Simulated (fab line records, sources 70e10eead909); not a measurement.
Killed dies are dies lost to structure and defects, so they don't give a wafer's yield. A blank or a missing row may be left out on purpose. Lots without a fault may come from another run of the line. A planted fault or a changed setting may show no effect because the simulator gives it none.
fab line records | flow nand_harc
record lots=14 wafers=42 last_day=33
route steps=1302 shown P_M0@283 P_M1@295
lots that met no fault: from a run of the same line without faults
start_h: hours from the record's first day to the start of the lot's first wafer shown | wait_h: hours since the lot's step before | " the same as in the row above | L1.1+2: a row that stands for several wafers | - no value, or no start given | * or withheld: withheld | < > ~ a bound
route shown NAME@n: a module of which the file shows steps, and the number in the route of the first | usual: mean/standard deviation of fault-free wafers | same: alike in all rows | chamber/n: place in a boat | sites: the reading at each site | _std_site: their standard deviation | _edge_site: outer sites' mean less inner sites' | radius_mm: how far each site lies from the wafer's centre | mask NAME#n: copy n | behind: the tool/chamber that last shaped the wafer | hold: why the lot was held/for how many hours/how that ended | device: the transistor (n, p or np) that didn't switch | end of line: the same wafers' tests at the end of the route | a step without rows: its recipe alone | killed: dies lost to structure and defects at the first sort, not the wafer's yield | map: a wafer's dies, x killed, . not, _ none there
set.NAME: the setting as run; set.NAME@STEP: as run at that earlier step | model.NAME: the simulator's own value behind a step, which no gauge read
steps of the route over a sample of lots; a table a step, a row a wafer
services: from which hour (start_h, from the record's first day; less than 0 if before it) a tool's chamber was out of use, for how many hours, and why
## steps
# step NHARC_P_M0_PRE_CLEAN_31
# recipe time_s=12 temp_c=370 rf_power_w=300 gas=NH3
# usual heater_power_w=648/70
# columns lot.wafer tool chamber start_h wait_h heater_power_w
L615.2 pecvd-04 1 128.44 0.1 647
L615.5 " 1 " " 648
L615.4 " 0 " " 559
L616.1 pecvd-04 2 148.94 0.1 710
L616.5 " 1 " " 682
L616.4 " 0 " " 590
L617.3 pecvd-01 1 163.11 0.1 670
L617.5 " 2 " " 685
L617.6 " 1 " " 681
L619.1 pecvd-04 1 169.79 0.1 718
L619.6 " 0 " " 656
L619.5 " 2 " " 759
L620.2 pecvd-02 2 190.21 0.1 564
L620.3 " 1 " " 707
L620.6 " 0 " " 527
L621.1 pecvd-02 1 194.21 0.1 655
L621.4 " 2 " " 621
L621.6 " 0 " " 577
L622.1 pecvd-02 2 202.85 0.1 589
L622.3 " 0 " " 539
L622.4 " 1 " " 682
L623.2 pecvd-04 1 211.77 0.1 617
L623.5 " 0 " " 661
L623.6 " 2 " " 782
L624.1 pecvd-04 0 229.99 0.1 669
L624.6 " 1 " " 739
L624.4 " 2 " " 698
L625.3 pecvd-04 0 231.16 0.1 643
L625.1 " 1 " " 620
L625.4 " 2 " " 785
L627.2 pecvd-02 1 260.35 0.1 661
L627.3 " 0 " " 466
L627.6 " 0 " " 476
L629.3 pecvd-02 0 273.31 0.1 524
L629.6 " 2 " " 578
L629.4 " 1 " " 649
L636.6 pecvd-01 1 351.40 0.1 766
L636.5 " 2 " " 656
L636.4 " 0 " " 580
L637.2 pecvd-04 2 352.25 0.4 739
L637.6 " 0 " " 654
L637.4 " 1 " " 704
# step NHARC_P_M1_CD_MEAS_09
# recipe target_cd_nm=130 landing_energy_ev=500
# usual cd_nm=130.1/0.62
# same landing_energy_ev=500
# columns lot.wafer tool chamber start_h wait_h cd_nm
L615.2 cd_sem-03 0 129.77 - 130.8
L615.4 " 0 " " 130.5
L615.5 " 0 " " 130.0
L616.1 cd_sem-02 0 150.14 - 129.7
L616.4 " 0 " " 130.3
L616.5 " 0 " " 129.1
L617.3 cd_sem-01 0 164.41 - 129.3
L617.5 " 0 " " 130.0
L617.6 " 0 " " 129.8
L619.1 cd_sem-02 0 171.10 - 129.4
L619.5 " 0 " " 129.4
L619.6 " 0 " " 129.5
L620.2 cd_sem-02 0 191.53 - 130.7
L620.3 " 0 " " 130.9
L620.6 " 0 " " 129.4
L621.1 cd_sem-03 0 195.38 - 129.9
L621.4 " 0 " " 130.9
L621.6 " 0 " " 130.4
L622.1 cd_sem-02 0 204.17 - 131.4
L622.3 " 0 " " 129.9
L622.4 " 0 " " 131.4
L623.2 cd_sem-03 0 213.09 - 131.2
L623.5 " 0 " " 130.6
L623.6 " 0 " " 130.0
L624.1 cd_sem-03 0 231.14 - 129.2
L624.4 " 0 " " 130.1
L624.6 " 0 " " 129.1
L625.1 cd_sem-02 0 232.34 - 130.5
L625.3 " 0 " " 129.7
L625.4 " 0 " " 131.2
L627.2 cd_sem-03 0 261.67 - 130.4
L627.3 " 0 " " 128.6
L627.6 " 0 " " 128.9
L629.3 cd_sem-03 0 274.48 - 130.1
L629.4 " 0 " " 129.8
L629.6 " 0 " " 129.4
L636.4 cd_sem-03 0 352.57 - 129.9
L636.5 " 0 " " 129.7
L636.6 " 0 " " 130.8
L637.2 cd_sem-03 0 353.53 - 129.2
L637.4 " 0 " " 130.9
L637.6 " 0 " " 130.2
# step NHARC_P_M1_ETCH_28
# recipe target_depth_a=300 over_etch_frac=0.3 time_s=72.99 ion_energy_ev=150 cf4_flow_sccm=50 n2_flow_sccm=100 ar_flow_sccm=150 rf_w=300 bias_w=100 chemistry=CF4/N2
# usual cf4_flow_sccm=49.99/0.14 drypump_motor_current_A=5.6/0.41 mfc_ar_sccm=150.0/0.46 oes_product_au=1.001/0.0091 rf_vpp_V=313.9/2.3 showerhead_plenum_p_Torr=2.60/0.13 throttle_valve_pct=19.794/0.009
# columns lot.wafer tool chamber start_h wait_h cf4_flow_sccm drypump_motor_current_A mfc_ar_sccm oes_product_au rf_hours_counter_h rf_vpp_V showerhead_plenum_p_Torr throttle_valve_pct
L615.2 rie_diel-13 3 130.61 - 49.86 5.5 150.5 1.014 52 315.4 2.68 19.816
L615.4 " 0 " " 49.75 5.4 149.7 0.991 53 316.4 2.68 19.789
L615.5 " 3 " " 49.98 5.5 150.3 1.007 - 315.1 2.68 19.794
L616.1 rie_diel-12 0 150.97 - 49.92 5.8 149.8 0.996 4 318.1 2.75 19.798
L616.4 " 1 " " 49.91 5.6 150.0 0.997 2 313.5 2.59 19.803
L616.5 " 0 " " 50.07 5.8 150.3 0.985 - 315.5 2.75 19.799
L617.3 rie_diel-12 3 165.22 - 50.19 5.3 150.7 0.996 4 311.1 2.46 19.791
L617.6 " 1 " " 50.24 5.5 149.7 0.994 - 312.6 2.59 19.792
L617.5 " 2 " " 49.98 4.9 150.4 1.000 - 312.9 2.69 19.809
L619.1 rie_diel-12 2 171.91 - 49.85 4.9 150.3 0.995 3 315.7 2.69 19.797
L619.6 " 2 " " 50.10 4.9 150.6 1.005 - 315.4 2.69 19.797
L619.5 " 3 " " 50.04 5.3 149.8 1.000 - 311.5 2.46 19.782
L620.3 rie_diel-06 2 192.35 - 49.90 5.7 150.2 1.007 5 315.9 2.78 19.788
L620.2 " 3 " " 50.03 5.3 150.3 0.998 5 314.9 2.64 19.790
L620.6 " 1 " " 49.89 5.5 149.4 1.005 - 310.7 2.45 19.790
L621.4 rie_diel-06 3 196.20 - 50.07 5.3 149.8 1.008 5 314.5 2.64 19.790
L621.1 " 0 " " 49.85 6.3 149.7 1.000 5 312.6 2.45 19.780
L621.6 " 2 " " 50.07 5.8 150.3 0.997 - 315.7 2.78 19.795
L622.1 rie_diel-06 3 204.97 - 50.23 5.2 150.7 1.021 5 315.0 2.64 19.797
L622.4 " 0 " " 50.14 6.4 150.2 0.997 6 311.8 2.45 19.789
L622.3 " 1 " " 49.92 5.5 150.4 1.010 7 312.3 2.45 19.796
L623.2 rie_diel-06 2 213.91 - 49.68 5.8 149.3 0.988 7 316.5 2.78 19.808
L623.6 " 3 " " 49.99 5.3 149.8 1.012 - 313.2 2.64 19.786
L623.5 " 0 " " 50.11 6.4 149.5 0.984 - 310.3 2.45 19.809
L624.1 rie_diel-12 0 231.95 - 50.09 5.8 150.4 0.995 9 316.5 2.75 19.790
L624.4 " 1 " " 49.81 5.5 150.4 1.009 7 313.5 2.59 19.781
L624.6 " 1 " " 49.92 5.5 149.9 1.005 - 313.1 2.59 19.784
L625.3 rie_diel-06 2 233.14 - 49.82 5.8 149.9 1.004 9 317.2 2.78 19.802
L625.4 " 0 " " 50.00 6.4 151.3 0.984 8 311.8 2.45 19.794
L625.1 " 1 " " 49.86 5.6 149.9 0.999 10 311.6 2.45 19.785
L627.2 rie_diel-06 3 262.48 - 49.77 5.3 150.4 0.831 9 314.3 2.64 19.792
L627.3 " 0 " " 49.91 6.4 149.9 0.982 10 311.8 2.45 19.800
L627.6 " 2 " " 50.04 5.8 150.8 0.998 - 317.5 2.78 19.798
L629.4 rie_diel-06 3 275.29 - 50.12 5.3 150.3 0.839 11 315.0 2.64 19.806
L629.3 " 0 " " 50.06 6.4 150.4 0.991 11 311.7 2.45 19.787
L629.6 " 1 " " 50.22 5.6 149.1 1.015 - 310.2 2.45 19.793
L636.4 rie_diel-06 2 353.41 - 49.83 5.8 149.5 0.994 4 315.5 2.78 19.793
L636.6 " 3 " " 49.82 5.3 149.3 1.011 - 314.9 2.64 19.776
L636.5 " 0 " " 49.91 6.3 150.2 1.004 - 310.8 2.45 19.801
L637.4 rie_diel-06 1 354.36 - 50.05 5.6 149.4 1.010 4 309.9 2.44 19.790
L637.2 " 3 " " 49.82 5.3 150.2 1.011 4 313.6 2.64 19.793
L637.6 " 1 " " 49.71 5.6 150.3 1.001 - 312.3 2.44 19.805
# step NHARC_P_M1_PRE_CLEAN_32
# recipe time_s=12 temp_c=370 rf_power_w=300 gas=NH3
# usual heater_power_w=646/68
# columns lot.wafer tool chamber start_h wait_h heater_power_w
L615.2 pecvd-02 1 132.93 0.1 703
L615.5 " 1 " " 698
L615.4 " 0 " " 508
L616.1 pecvd-04 1 152.98 0.1 675
L616.4 " 2 " " 774
L616.5 " 0 " " 544
L617.3 pecvd-02 1 167.24 0.1 703
L617.6 " 0 " " 562
L617.5 " 1 " " 694
L619.1 pecvd-01 0 173.94 0.1 641
L619.6 " 0 " " 620
L619.5 " 1 " " 750
L620.3 pecvd-01 0 194.40 0.1 592
L620.2 " 2 " " 630
L620.6 " 1 " " 727
L621.1 pecvd-01 1 198.21 0.1 636
L621.6 " 2 " " 651
L621.4 " 0 " " 564
L622.3 pecvd-04 2 207.06 0.1 670
L622.1 " 0 " " 564
L622.4 " 2 " " 673
L623.2 pecvd-04 0 215.91 0.1 666
L623.6 " 1 " " 719
L623.5 " 2 " " 641
L624.1 pecvd-01 1 234.00 0.1 763
L624.4 " 0 " " 636
L624.6 " 1 " " 741
L625.1 pecvd-01 1 235.16 0.1 749
L625.3 " 0 " " 567
L625.4 " 1 " " 750
L627.3 pecvd-02 1 264.49 0.1 644
L627.2 " 0 " " 483
L627.6 " 1 " " 648
L629.3 pecvd-01 0 277.36 0.1 610
L629.6 " 2 " " 709
L629.4 " 0 " " 586
L636.4 pecvd-02 0 355.49 0.1 507
L636.6 " 1 " " 695
L636.5 " 2 " " 555
L637.2 pecvd-01 1 356.37 0.1 749
L637.6 " 1 " " 743
L637.4 " 2 " " 608
## services
# columns tool chamber start_h hours kind
rie_diel-06 0 109.24 - clean
rie_diel-12 2 110.85 8.3 repair
rie_diel-12 1 127.38 14.8 repair
pecvd-01 - 130.12 13.0 pm
rie_diel-06 - 130.20 9.0 pm
rie_diel-06 0 154.93 4.5 repair
rie_diel-13 - 166.85 9.0 pm
rie_diel-06 3 199.18 2.7 repair
pecvd-02 - 227.09 13.0 pm
rie_diel-13 - 228.64 1.2 repair
rie_diel-12 0 233.15 14.6 repair
rie_diel-12 - 268.40 9.0 pm
pecvd-04 - 269.14 13.0 pm
pecvd-04 0 269.14 13.0 vent_cycle
pecvd-04 1 269.14 13.0 vent_cycle
pecvd-04 2 269.14 13.0 vent_cycle
rie_diel-12 1 280.85 24.9 repair
pecvd-04 0 282.14 - clean
pecvd-04 1 282.14 - clean
pecvd-04 2 282.14 - clean
rie_diel-06 - 307.20 9.0 pm
pecvd-01 - 311.35 13.0 pm
rie_diel-13 0 330.56 4.9 repair
rie_diel-13 - 343.85 9.0 pm
## key
first_sign step=NHARC_P_M1_ETCH_28 reading=oes_product_au direction=down sigmas=18 usual=1.001 struck=0.835
effect none on later readings
met_at NHARC_P_M1_ETCH_28
struck_lots L627,L629
struck_wafers L627.2,L629.4
sort_left_out L627.2,L629.4
not_acting_at NHARC_P_M0_PRE_CLEAN_31,NHARC_P_M1_CD_MEAS_09,NHARC_P_M1_PRE_CLEAN_32
onset_between 233.14 262.48
fault kind=process_parameter_drift tool=rie_diel-06 chamber=- onset_h=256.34 steps=NHARC_P_M1_ETCH_28 channel=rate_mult offset=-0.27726 shape=step end_h=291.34 scope=struck_wafers_only
# sort_left_out: the simulated sort isn't trusted on such a fault, so these wafers' sort isn't shown, and their yield isn't known
